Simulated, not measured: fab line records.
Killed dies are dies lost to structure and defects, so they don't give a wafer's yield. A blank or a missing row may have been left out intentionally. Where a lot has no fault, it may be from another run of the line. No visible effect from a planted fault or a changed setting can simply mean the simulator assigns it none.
Which tool is to blame? + flow nandHarc + 18 wafers from 6 lots sampled at 5 of the route's 1302 steps

== WHAT EACH GAUGE READ, for each wafer ==
NHARC_END_SORT_01.
| lot  | measured     | on        | killedAtPeriphery |
|------|--------------|-----------|-------------------|
| L755 | day 28 11:33 | prober-01 | 4 6 2             |
| L758 | day 29 14:08 | prober-02 | 4 3 2             |
| L764 | day 31 23:53 | prober-01 | 6 5 8             |

== WHAT TOOL EACH LOT RAN ON (gives the tool, then ch and the chambers of the sampled wafers, and finally the start) ==
| lot  | NHARC_P_BONDPAD_ETCH_24           | NHARC_THIN_TSV_DEGAS_49     | NHARC_THIN_TSV_PRE_CLEAN_50            | NHARC_THIN_TSV_PRE_CLEAN_54 |
|------|-----------------------------------|-----------------------------|----------------------------------------|-----------------------------|
| L747 | rieDiel-11 ch 1,2,3, day 7 01:31  | pvdSputter-02, day 24 12:34 | pvdSputter-02, day 24 14:38 or earlier | pvdSputter-03, day 24 14:38 |
| L750 | rieDiel-11 ch 0,1,3, day 8 13:46  | pvdSputter-01, day 25 18:49 | pvdSputter-01, day 25 20:53 or earlier | pvdSputter-03, day 25 20:53 |
| L755 | rieDiel-11 ch 1,2, day 10 08:10   | pvdSputter-03, day 27 18:21 | pvdSputter-03, day 27 20:25 or earlier | pvdSputter-03, day 27 20:25 |
| L758 | rieDiel-11 ch 1,2, day 11 14:19   | pvdSputter-01, day 29 02:36 | pvdSputter-01, day 29 04:38 or earlier | pvdSputter-02, day 29 04:38 |
| L764 | rieDiel-02 ch 1,2,3, day 14 09:32 | pvdSputter-01, day 31 13:10 | pvdSputter-01, day 31 15:14 or earlier | pvdSputter-03, day 31 15:14 |
| L767 | rieDiel-09 ch 0,1,2, day 15 13:47 | pvdSputter-03, day 33 20:05 | pvdSputter-03, day 33 22:16 or earlier | pvdSputter-02, day 33 22:16 |
- NHARC_P_BONDPAD_ETCH_24: etches the open film in CF4/N2, target depth 30 nm, time 72.99 s.
- NHARC_THIN_TSV_DEGAS_49: time 120 s.
- NHARC_THIN_TSV_PRE_CLEAN_50: time 30 s.
- NHARC_THIN_TSV_PRE_CLEAN_54: time 30 s.

== THE ANSWER, worked out from the rows above alone ==
Rule: the lots themselves supply what counts as usual. Put in order of their means at a reading, lots are off if they are a third of the lots or fewer, leave a main group of 4 or more, and stand apart from it by a gap of 3 or more times the standard deviation of the main group's means; of several such gaps the widest counts. A main group whose means are all the same, to the digits that the tables above print for the reading, isn't used. A lot without any number at a reading at which 4 lots or more have one is off too. All remaining lots with rows at the step are treated as sound.
Across all readings shown, no lot is off: no conclusion can be drawn from this.

== WHAT WAS PUT IN BY THE SIMULATOR ==
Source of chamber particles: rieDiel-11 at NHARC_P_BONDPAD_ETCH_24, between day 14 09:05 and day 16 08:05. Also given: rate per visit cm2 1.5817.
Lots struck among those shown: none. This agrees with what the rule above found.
